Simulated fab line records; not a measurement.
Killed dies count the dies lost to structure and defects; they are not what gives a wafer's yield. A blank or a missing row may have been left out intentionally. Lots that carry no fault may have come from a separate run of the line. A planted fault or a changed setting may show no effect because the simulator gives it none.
Chamber matching	flow n5Finfet	rieSi-02 running N5_FIN_SAQP_FIN_ETCH_36: 4 sister chambers
The step etches the open film in HBr/Cl2/O2, target depth 120 nm, time 50.4 s. 14 wafers are shown with their chamber, then 7 later ones without.

## EACH WAFER AND ITS CHAMBER
wafer	chamber	throttleValvePct (%)	drypumpMotorCurrentA (A)	heBacksideLeakSccm (sccm)
L077.2	2	36.43	5.8	2.5
L077.3	3	36.16	5.6	2.7
L077.6	3	36.15	5.6	2.5
L084.1	3	36.15	5.5	2.5
L084.3	1	35.99	5.2	3.4
L084.6	0	36.44	5.3	3.3
L089.3	2	36.43	5.7	2.6
L089.4	2	36.43	5.7	2.5
L089.6	3	36.16	5.6	2.9
L091.1	1	36.01	5.2	3.4
L091.3	3	36.17	5.5	2.5
L091.6	1	36.00	5.2	3.5
L094.1	3	36.18	5.5	2.7
L094.2	1	36.00	5.1	3.2

SIGNATURES, as means of the wafers listed above
reading	chamber 0	chamber 1	chamber 2	chamber 3	scatter within a chamber
throttleValvePct	36.4400	36.0000	36.4300	36.1617	0.0094
drypumpMotorCurrentA	5.300	5.175	5.733	5.550	0.054
heBacksideLeakSccm	3.300	3.375	2.533	2.633	0.137
Rule: a wafer's distance from a chamber is the root of the sum, over the readings, of the square of ((its reading less the chamber's mean) divided by the reading's scatter). The wafer belongs to the nearest chamber; if the next one is less than 2 further off, it can't be placed. The scatter: the root of (the sum of the squares of (reading less its chamber's mean) over the shown wafers, divided by (wafers less chambers)).

## WAFERS MISSING THEIR CHAMBER
wafer	throttleValvePct (%)	drypumpMotorCurrentA (A)	heBacksideLeakSccm (sccm)
L094.6	36.17	5.5	2.6
L096.1	36.02	5.2	3.5
L096.2	36.21	5.3	2.8
L096.3	36.17	5.6	2.7
L097.2	36.01	5.2	3.3
L097.4	36.20	5.3	2.9
L097.6	36.17	5.5	2.7

## WHICH CHAMBER EACH WENT THROUGH
wafer	from the rows above	in truth
L094.6	3	3
L096.1	1	1
L096.2	3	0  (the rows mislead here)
L096.3	3	3
L097.2	1	1
L097.4	3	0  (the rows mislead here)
L097.6	3	3
Correctly placed: 5 of 7. Left unplaced by these rows: 0. Number placed wrongly: 2.
